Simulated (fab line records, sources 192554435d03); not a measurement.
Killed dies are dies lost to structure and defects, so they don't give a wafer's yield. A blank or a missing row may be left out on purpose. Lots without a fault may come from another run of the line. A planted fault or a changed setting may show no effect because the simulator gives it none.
A struck lot beside a sound one | flow n5_finfet | 35 steps out of a route of 1938
Sound: wafers L123.2, L123.4, L123.6. Struck: wafers L132.1, L132.2, L132.5. The cause comes at the end.
At each step with rows: each side's tool, then ch and its chambers, then its first start. Under that, the readings that differ: sound wafers | struck wafers | difference of the means | sigmas: that difference in standard deviations of wafers without a fault.
alike: readings whose means differ by less than 2 such deviations, and words and numbers that are the same on both sides. not compared: withheld readings, readings that some wafer has no value for, bounds like >300 that may hide the same value, and numbers for which the record gives no deviation and whose values overlap.
The two part at a step that has a row with sigmas, a row that says differs or no value, or rows on one side only. Numbers that don't overlap but have no deviation are shown without sigmas and don't part them. A reading that every wafer of one side lacks parts them only if that side has two wafers or more.

first, 10 steps without rows for these wafers: N5_GATE_CUT_DESCUM_18 (chemistry O2, time 7 s); N5_GATE_CUT_ETCH_28 (etches underlayer in N2/H2, target depth 13 nm, time 10.4 s); N5_GATE_CUT_ETCH_36 (etches SiARC in CF4, target depth 13 nm, time 21.7 s); N5_GATE_CUT_ETCH_37 (etches SOC in N2/H2, target depth 60 nm, overetch 12 nm, time 90 s); N5_GATE_CUT_STRIP_38 (strips in N2/H2); N5_GATE_CUT_STRIP_39 (strips in N2/H2); N5_GATE_CUT_HM_OPEN_40 (chemistry C4F6/O2, target SiO2, target depth 139 nm, time 85.1 s); N5_GATE_CUT_STRIP_41 (strips in CF4); N5_GATE_CUT_STRIP_42 (strips in O2); N5_GATE_CUT_ETCH_19 (etches SiNx in CH3F/O2, target depth 53.7 nm, time 76.7 s).
N5_GATE_CUT_CUT_ETCH_53: etches W in SF6/Cl2, target depth 79.2 nm.
  sound on rie_metal-02 ch 0, day 6 11:44; struck on rie_metal-03 ch 0,1, day 8 13:55
  alike: drypump_motor_current_A, etch_rf_on_time_s, he_backside_leak_sccm, oes_product_au, throttle_valve_pct
  not compared: rf_hours_counter_h
then, 23 steps without rows for these wafers: N5_GATE_CUT_CUT_ETCH_54 (etches TiN in Cl2/BCl3, target depth 96.7 nm); N5_GATE_CUT_CUT_ETCH_55 (etches HfO2 in BCl3, target depth 3.2 nm); N5_GATE_CUT_ETCH_47 (etches SiO2 in Cl2/BCl3, target depth 10 nm); N5_GATE_CUT_VAPOR_ETCH_48 (etches TiN in BCl3/Cl2); N5_GATE_CUT_VAPOR_ETCH_49 (etches TiAlC in BCl3/Cl2); N5_GATE_CUT_VAPOR_ETCH_51 (etches HfO2 in BCl3/Cl2); N5_GATE_CUT_STRIP_21 (strips in N2/H2, time 30 s); N5_GATE_CUT_STRIP_29 (strips in post etch residue remover, time 60 s); N5_GATE_CUT_SRD_52 (time 30 s); N5_GATE_CUT_ALD_22 (deposits SiNx, target thk 16 nm, pulse time 1 s, ald cycles 320); N5_GATE_CUT_CMP_23 (polishes, stops on SiO2, t overpolish 23.4 s, target thk 16 nm); N5_GATE_CUT_CMP_43 (polishes SiO2); N5_GATE_CUT_CMP_61 (polishes, stops on SiNx, t overpolish 3 s); N5_MOL_CONTACT_COAG_COAT_103 (time 60 s, resist thk 80 nm); N5_MOL_CONTACT_COAG_COAT_104 (time 60 s, resist thk 12 nm); N5_MOL_CONTACT_COAG_COAT_58 (time 60 s, resist thk 10 nm); N5_MOL_CONTACT_COAG_COAT_02 (resist thk 30 nm); N5_MOL_CONTACT_COAG_EBR_04; N5_MOL_CONTACT_COAG_SOFTBAKE_03 (time 60 s); N5_MOL_CONTACT_COAG_EXPOSE_05 (exposes mask CA, defocus 0 nm); N5_MOL_CONTACT_COAG_PEB_06 (peb time 60 s); N5_MOL_CONTACT_COAG_DEVELOP_07 (develop time 30 s); N5_MOL_CONTACT_COAG_DESCUM_13 (chemistry O2, time 7 s).
-- the record jumps here: 8 days lie between the struck wafers' starts before and after (it left off in module MOL_CONTACT_COAG and takes up again in module PASSIVATION, whose first step shown is number 1936 of the route) --
N5_PASSIVATION_PROBE_49:
  sound on prober-02, day 14 02:32; struck on prober-01, day 16 16:52
  reading                  | sound          | struck         | difference | sigmas
  defect_limited_yield (%) | 91.4 91.9 88.2 | 81.4 79.9 80.9 | -9.8       | -6
  killed_at_front_end      | 34 32 54       | 170 170 177    | +132       | +11
  killed_dies              | 102 96 139     | 220 237 225    | +115       | +6
  sort_bin_4_leakage (%)   | 0 0 0          | 0 0 0.17       | +0         | +4
  sort_bin_5_function (%)  | 4.2 5.3 6.4    | 12.1 12.8 13.0 | +7.3       | +7
  sort_n_pass              | 1078 1084 1041 | 960 943 953    | -116       | -6
  sort_yield_pct (%)       | 91.4 91.9 88.2 | 81.4 79.9 80.8 | -9.8       | -6
  alike: killed_at_M0_to_M3, killed_at_M4_up, killed_at_contacts, killed_at_other, killed_open, killed_short, sort_bin_6_memory

WHERE THEY PART
Only at N5_PASSIVATION_PROBE_49, within this record.

WHY: what the simulator had put in
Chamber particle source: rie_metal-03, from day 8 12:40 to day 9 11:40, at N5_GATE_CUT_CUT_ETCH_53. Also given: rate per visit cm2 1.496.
